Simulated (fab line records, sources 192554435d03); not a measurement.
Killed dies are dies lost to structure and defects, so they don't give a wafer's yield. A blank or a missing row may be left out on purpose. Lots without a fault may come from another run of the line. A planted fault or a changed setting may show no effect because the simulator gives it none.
Split-lot experiment | flow n5_finfet | 7 lots, 39 wafers read, on a route of 1938 steps

THE SPLIT
At N5_SD_EPI_N_EPI_21 (deposits Si:P, time 690 s), the setting pressure_torr was moved away from the recipe's 255 Torr on 36 of the 39 wafers read, by -19.7% to +18.7%. The other wafers ran this setting at the recipe's value.

FROM THE SPLIT TO THE READING: what the file shows between them, 5 steps
- N5_SD_EPI_N_PRECLEAN_24: cleans in O3/DIW, time 60 s
- N5_SD_EPI_N_SRD_25: time 30 s
- N5_SD_EPI_N_PRECLEAN_49: cleans in NF3:NH3, afs cycles 1, time 20 s, sublimation time 60 s
- N5_SD_ACTIVATION_RTA_00: time 0 s
- N5_SD_ACTIVATION_LSA_01: time 0.0008 s

THE READING
RS_SD_N, in ohm/sq, at N5_SD_ACTIVATION_RS_MEAS_03 (measures by four-point-probe). Fault-free wafers of this fab line usually give 21.9 ohm/sq, standard deviation 0.31 ohm/sq.

wafer  | tool, chamber at the split | pressure_torr as run, Torr | against the recipe | RS_SD_N, ohm/sq | against lot-mates on the recipe
L077.1 | epi_rpcvd-02, 0            | 281                        | +10.2%             | 21.1            | no lot-mate on the recipe
L077.2 | epi_rpcvd-02, 0            | 281                        | +10.2%             | 21.1            | no lot-mate on the recipe
L077.3 | epi_rpcvd-02, 0            | 281                        | +10.2%             | 21.3            | no lot-mate on the recipe
L077.4 | epi_rpcvd-02, 0            | 281                        | +10.2%             | 20.9            | no lot-mate on the recipe
L077.5 | epi_rpcvd-02, 0            | 281                        | +10.2%             | 21.1            | no lot-mate on the recipe
L077.6 | epi_rpcvd-02, 0            | 281                        | +10.2%             | 21.2            | no lot-mate on the recipe
L083.1 | epi_rpcvd-04, 0            | 255                        | recipe             | 21.7            | -
L083.3 | epi_rpcvd-04, 0            | 255                        | recipe             | 21.5            | -
L083.5 | epi_rpcvd-04, 0            | 255                        | recipe             | 21.5            | -
L084.1 | epi_rpcvd-04, 0            | 302.6                      | +18.7%             | 19.8            | no lot-mate on the recipe
L084.2 | epi_rpcvd-04, 0            | 302.6                      | +18.7%             | 19.9            | no lot-mate on the recipe
L084.3 | epi_rpcvd-04, 0            | 302.6                      | +18.7%             | 19.9            | no lot-mate on the recipe
L084.4 | epi_rpcvd-04, 0            | 302.6                      | +18.7%             | 19.4            | no lot-mate on the recipe
L084.5 | epi_rpcvd-04, 0            | 302.6                      | +18.7%             | 19.5            | no lot-mate on the recipe
L084.6 | epi_rpcvd-04, 0            | 302.6                      | +18.7%             | 19.7            | no lot-mate on the recipe
L090.1 | epi_rpcvd-04, 0            | 275.2                      | +7.9%              | 21.0            | no lot-mate on the recipe
L090.2 | epi_rpcvd-04, 0            | 275.2                      | +7.9%              | 20.9            | no lot-mate on the recipe
L090.3 | epi_rpcvd-04, 0            | 275.2                      | +7.9%              | 21.2            | no lot-mate on the recipe
L090.4 | epi_rpcvd-04, 0            | 275.2                      | +7.9%              | 20.8            | no lot-mate on the recipe
L090.5 | epi_rpcvd-04, 0            | 275.2                      | +7.9%              | 20.8            | no lot-mate on the recipe
L090.6 | epi_rpcvd-04, 0            | 275.2                      | +7.9%              | 21.0            | no lot-mate on the recipe
L092.1 | epi_rpcvd-04, 0            | 282.4                      | +10.7%             | 20.6            | no lot-mate on the recipe
L092.2 | epi_rpcvd-04, 0            | 282.4                      | +10.7%             | 20.7            | no lot-mate on the recipe
L092.3 | epi_rpcvd-04, 0            | 282.4                      | +10.7%             | 20.7            | no lot-mate on the recipe
L092.4 | epi_rpcvd-04, 0            | 282.4                      | +10.7%             | 20.9            | no lot-mate on the recipe
L092.5 | epi_rpcvd-04, 0            | 282.4                      | +10.7%             | 20.9            | no lot-mate on the recipe
L092.6 | epi_rpcvd-04, 0            | 282.4                      | +10.7%             | 20.9            | no lot-mate on the recipe
L096.1 | epi_rpcvd-03, 0            | 276.2                      | +8.3%              | 20.9            | no lot-mate on the recipe
L096.2 | epi_rpcvd-03, 0            | 276.2                      | +8.3%              | 20.8            | no lot-mate on the recipe
L096.3 | epi_rpcvd-03, 0            | 276.2                      | +8.3%              | 20.6            | no lot-mate on the recipe
L096.4 | epi_rpcvd-03, 0            | 276.2                      | +8.3%              | 20.9            | no lot-mate on the recipe
L096.5 | epi_rpcvd-03, 0            | 276.2                      | +8.3%              | 20.8            | no lot-mate on the recipe
L096.6 | epi_rpcvd-03, 0            | 276.2                      | +8.3%              | 20.6            | no lot-mate on the recipe
L097.1 | epi_rpcvd-03, 0            | 204.7                      | -19.7%             | 24.2            | no lot-mate on the recipe
L097.2 | epi_rpcvd-03, 0            | 204.7                      | -19.7%             | 24.1            | no lot-mate on the recipe
L097.3 | epi_rpcvd-03, 0            | 204.7                      | -19.7%             | 24.2            | no lot-mate on the recipe
L097.4 | epi_rpcvd-03, 0            | 204.7                      | -19.7%             | 24.0            | no lot-mate on the recipe
L097.5 | epi_rpcvd-03, 0            | 204.7                      | -19.7%             | 24.5            | no lot-mate on the recipe
L097.6 | epi_rpcvd-03, 0            | 204.7                      | -19.7%             | 24.2            | no lot-mate on the recipe

THE FIT
A straight line over all 39 wafers: RS_SD_N changes by -0.114 ohm/sq for each +1% of pressure_torr; r = -0.98; the points scatter about the line by 0.25 ohm/sq.
Too few moved wafers have a lot-mate on the recipe to fit a line with each lot's own level taken away.

THE WHOLE CHAIN: every reading that the file lists as answering this split, in the file's order
step                        | what it does                 | reading                                                                         | change (the file's fit)               | r (the file's)
N5_SD_EPI_N_EPI_21          | deposits Si:P, time 690 s    | Si-P_of_SD_EPI_N_EPI_21.thk_nm (the simulator's own value, which no gauge read) | +0.256 nm for each +1% of the setting | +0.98
N5_SD_EPI_N_PRECLEAN_24     | cleans in O3/DIW, time 60 s  | Si-P_of_SD_EPI_N_EPI_21.thk_nm (the simulator's own value, which no gauge read) | +0.254 nm for each +1% of the setting | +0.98
N5_SD_ACTIVATION_RS_MEAS_03 | measures by four-point-probe | RS_SD_N                                                                         | -0.114 for each +1% of the setting    | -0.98

THE FILE'S OWN FIT
RS_SD_N changes by -0.114 ohm/sq for each +1% of pressure_torr, r = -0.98.
